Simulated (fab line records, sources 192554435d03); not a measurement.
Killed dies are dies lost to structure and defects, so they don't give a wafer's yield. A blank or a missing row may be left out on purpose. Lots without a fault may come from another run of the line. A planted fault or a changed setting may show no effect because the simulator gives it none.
One fault seen from 2 desks | flow n5_finfet | each desk has only its own numbers; what lay behind them comes last

THE TOOL OWNER'S DESK: rie_diel-05
The tool's own readings at N5_BEOL_M9_TRENCH_ETCH_37 (etches SiCOH lowk in C4F6/O2, target depth 151.43 nm, time 49 s): means of the sampled wafers that have a number, for each lot that ran on this tool. A lot is out of limits, marked OUT, if its mean lies more than 4 standard deviations from the usual mean; the brackets give that distance. Of its 8 readings 7 are shown: the one that was out of limits first, and those that lie furthest out on some lot.
Columns: A = bias_w at N5_BEOL_M9_TRENCH_ETCH_37, usual 185.0 W; B = drypump_motor_current_A at N5_BEOL_M9_TRENCH_ETCH_37, usual 5.5 A; C = mfc_ar_sccm at N5_BEOL_M9_TRENCH_ETCH_37, usual 300.0 sccm; D = oes_product_au at N5_BEOL_M9_TRENCH_ETCH_37, usual 0.78 a.u.; E = rf_vpp_V at N5_BEOL_M9_TRENCH_ETCH_37, usual 661 V; F = showerhead_plenum_p_Torr at N5_BEOL_M9_TRENCH_ETCH_37, usual 2.85 Torr; G = throttle_valve_pct at N5_BEOL_M9_TRENCH_ETCH_37, usual 20.92 %
lot  | first seen here | A               | B   | C     | D    | E              | F    | G
L264 | day 10 09:19    | 184.7           | 5.5 | 298.7 | 0.69 | 664            | 2.84 | 20.94
L266 | day 10 16:14    | 184.6           | 5.7 | 299.4 | 0.70 | 658            | 2.82 | 21.09
L267 | day 11 12:20    | 203.7 (+35) OUT | 5.5 | 299.6 | 0.70 | 716 (+5.7) OUT | 2.84 | 20.97
L270 | day 12 06:04    | 203.5 (+35) OUT | 5.7 | 301.0 | 0.81 | 710 (+5.0) OUT | 2.81 | 21.00
L283 | day 15 04:54    | 184.7           | 5.8 | 300.4 | 0.77 | 662            | 2.81 | 21.07
This desk's finding: out of limits on L267, L270; first on L267, day 11 12:20 (bias_w at N5_BEOL_M9_TRENCH_ETCH_37). In limits: L264, L266, L283.

THE METROLOGY DESK
What the gauges read, lot by lot, whatever tool the lot ran on: means of the sampled wafers that have a number. A lot is out of limits, marked OUT, if its mean lies more than 4 standard deviations from the usual mean; the brackets give that distance.
Columns: A = cd_nm at N5_BEOL_M9_CD_MEAS_35, usual 70.1 nm
lot  | first seen here | A
L263 | day 10 06:25    | 70.5
L264 | day 10 09:44    | 70.4
L265 | day 10 16:14    | 70.1
L266 | day 10 16:34    | 70.3
L267 | day 11 12:40    | 70.1
L270 | day 12 06:23    | 70.4
L272 | day 12 15:39    | 70.4
L281 | day 14 15:05    | 69.6
L283 | day 15 05:14    | 69.7
L282 | day 15 16:50    | 70.3
This desk's finding: nothing out of limits on any of the 10 lots.

PUT TOGETHER
The tool owner's desk could have raised an alarm at day 11 12:20, on L267, L270.
The metrology desk saw nothing out of limits.
The metrology desk has L267, L270 on record, within its limits.
Of the lots named, all ran N5_BEOL_M9_TRENCH_ETCH_37 on rie_diel-05.

WHAT THE SIMULATOR HAD PUT IN
Process parameter drift: rie_diel-05, from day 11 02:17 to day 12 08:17, at N5_BEOL_M9_TRENCH_ETCH_37. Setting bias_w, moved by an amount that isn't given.
Lots struck among those shown: L267, L270.
Hours from the fault's start to each desk's first reading out of limits: the tool owner's desk, 10.
